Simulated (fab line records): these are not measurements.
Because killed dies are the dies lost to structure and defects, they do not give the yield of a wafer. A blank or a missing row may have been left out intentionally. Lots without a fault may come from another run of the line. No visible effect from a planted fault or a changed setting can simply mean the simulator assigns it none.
Chamber matching -- flow n5-finfet -- uv-cure-03 running N5_BEOL_M5_CURE_79: 3 sister chambers
The step cures SiCOH lowk, time 240 s. 6 wafers are shown with their chamber, then 12 later ones without.

== WAFERS, EACH WITH ITS CHAMBER ==
wafer,chamber,wafer_temp_C_max,lamp-power-pct (%)
L083.4,1,386.1,52.30
L083.6,1,386.2,52.26
L088.4,2,386.1,52.24
L088.6,2,387.0,52.40
L090.5,0,385.6,52.33
L090.6,0,385.3,52.33

== WAFERS WHOSE CHAMBER IS MISSING ==
wafer,wafer_temp_C_max,lamp-power-pct (%)
L091.2,387.1,52.29
L091.3,386.5,52.19
L091.4,387.1,52.39
L092.2,386.1,52.37
L092.4,385.9,52.35
L092.5,386.3,52.31
L094.2,385.7,52.33
L094.4,386.3,52.31
L094.5,385.8,52.23
L097.1,386.2,52.31
L097.2,385.9,52.31
L097.5,386.2,52.33

== CHAMBER TAKEN BY EACH ==
wafer,from the rows above,in truth
L091.2,can't be placed: 2 or 1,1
L091.3,can't be placed: 1 or 2 or 0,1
L091.4,can't be placed: 2 or 1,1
L092.2,can't be placed: 1 or 2 or 0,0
L092.4,can't be placed: 0 or 1 or 2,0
L092.5,can't be placed: 1 or 2 or 0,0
L094.2,can't be placed: 0 or 1 or 2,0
L094.4,can't be placed: 1 or 2 or 0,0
L094.5,can't be placed: 1 or 0 or 2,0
L097.1,can't be placed: 1 or 2 or 0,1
L097.2,can't be placed: 1 or 0 or 2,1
L097.5,can't be placed: 1 or 2 or 0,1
Placed correctly: 0 of 12. Unplaceable from these rows: 12, with the true chamber sitting among the candidates in 12. Placed wrongly: 0.
How it was worked out, from the rows above alone: a wafer's distance from a chamber is the root of the sum, over the readings, of the square of ((its reading less the chamber's mean) divided by the reading's scatter). The wafer belongs to the nearest chamber; if the next one is less than 2 further off, it can't be placed. Each chamber's mean is taken over the wafers shown for it. How the scatter is found: for the shown wafers, subtract from each reading the mean of its chamber, square and add these, divide the total by (wafers less chambers), then take the root.
